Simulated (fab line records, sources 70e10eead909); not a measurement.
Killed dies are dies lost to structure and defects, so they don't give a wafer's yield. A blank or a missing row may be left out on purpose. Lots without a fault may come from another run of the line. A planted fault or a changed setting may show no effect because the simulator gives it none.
Problem report in the 8D (eight disciplines) form, filled by code | flow nand_harc | the parts of the form that need people (team, actions taken, sign-off) are left out

1. THE PROBLEM
sort_bin_2_pct at NHARC_END_SORT_01 reads a mean of 26.1 % on 6 wafers of 2 lots; wafers without a fault read 1.5 % with a standard deviation of 0.66. That is +37 standard deviations from the usual mean.
First seen on wafer L619.1, day 23 02:41, on prober-01. The record holds 15 wafers of 5 lots with a number at this step. Rule for "out", or "out of limits": more than 4 standard deviations from the usual mean. The other wafers with a number count as sound.

2. WHAT IT IS AND WHAT IT IS NOT
question                    | is                                                                                                                                                  | is not
which readings at this step | sort_bin_2_pct, defect_limited_yield, killed_at_array, killed_dies, sort_bin_3_pct, sort_bin_4_pct, sort_n_pass, sort_rim_yield_pct, sort_yield_pct | killed_at_other, killed_at_periphery, killed_open, killed_short
which lots                  | L619, L624                                                                                                                                          | L612, L621, L630
which wafers of those lots  | all that have a number                                                                                                                              | -
read on which gauges        | prober-01, prober-02                                                                                                                                | -
when                        | from day 23 02:41                                                                                                                                   | up to then (3 sound wafers); but 6 sound wafers of L621, L630 came after

3. SUSPECTS, AND WHAT RULES EACH OUT
Counting: a tool at a process step up to the reading stays a suspect if it ran every lot that is out and no sound lot after the first of them.
- the gauge at NHARC_END_SORT_01: ruled out. The wafers that are out were read on 2 gauges (prober-01, prober-02).
- cmp-01 at NHARC_A_BONDPAD_CMP_29 (polishes SiCN, target thk 200 nm): kept. It ran every lot that is out, first L619 (day 21 15:55), and no sound lot after that; its last sound lot up to then is L612 (day 19 02:11).
- pvd_sputter-03 at NHARC_THIN_TSV_PRE_CLEAN_54 (time 30 s): ruled out as a lasting fault. Sound lots L621 ran on it after its first lot that is out, L619 (day 22 16:28).
Left after counting: cmp-01 at NHARC_A_BONDPAD_CMP_29.

4. THE CAUSE (what the simulator had put in)
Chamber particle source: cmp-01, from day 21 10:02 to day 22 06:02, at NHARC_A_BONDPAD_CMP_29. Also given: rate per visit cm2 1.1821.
Counting left only this tool.

5. THE CHAIN OF EFFECTS, in route order
Each row: a reading whose mean over the struck wafers that have a number lies more than 3 standard deviations from the usual. Only readings for which the record gives a usual standard deviation are gone through. hours: the time from each lot's start at the first step in this table that gives one to its start at this step, as a median over the lots. sigmas: the change in usual standard deviations.
hours | step              | reading              | usual  | on struck wafers | change | sigmas
0     | NHARC_END_SORT_01 | defect_limited_yield | 95.1 % | 32.7             | -62.4  | -39
0     | NHARC_END_SORT_01 | killed_at_array      | 29     | 454              | +425   | +39
0     | NHARC_END_SORT_01 | killed_dies          | 33     | 456              | +423   | +38
0     | NHARC_END_SORT_01 | sort_bin_2_pct       | 1.5 %  | 26.1             | +24.6  | +37
0     | NHARC_END_SORT_01 | sort_bin_3_pct       | 0.29 % | 5.22             | +4.93  | +21
0     | NHARC_END_SORT_01 | sort_bin_4_pct       | 3.1 %  | 36.0             | +32.9  | +34
0     | NHARC_END_SORT_01 | sort_n_pass          | 644    | 221              | -423   | -38
0     | NHARC_END_SORT_01 | sort_rim_yield_pct   | 96.9 % | 34.0             | -62.9  | -27
0     | NHARC_END_SORT_01 | sort_yield_pct       | 95.1 % | 32.7             | -62.4  | -39

6. WHAT WOULD HAVE CAUGHT IT SOONER
In this record the first reading out of limits at a measuring or inspecting step was taken at day 23 02:41, 41 hours after the fault began at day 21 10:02.
Of the tool readings at NHARC_A_BONDPAD_CMP_29 for which the record gives a usual standard deviation, none was out on any struck wafer, so an alarm limit of 4 standard deviations on them would not have fired.
All the lots that are out (2) had begun NHARC_A_BONDPAD_CMP_29 on cmp-01 by day 23 02:41. A hold on the tool at that time would have spared none of them.
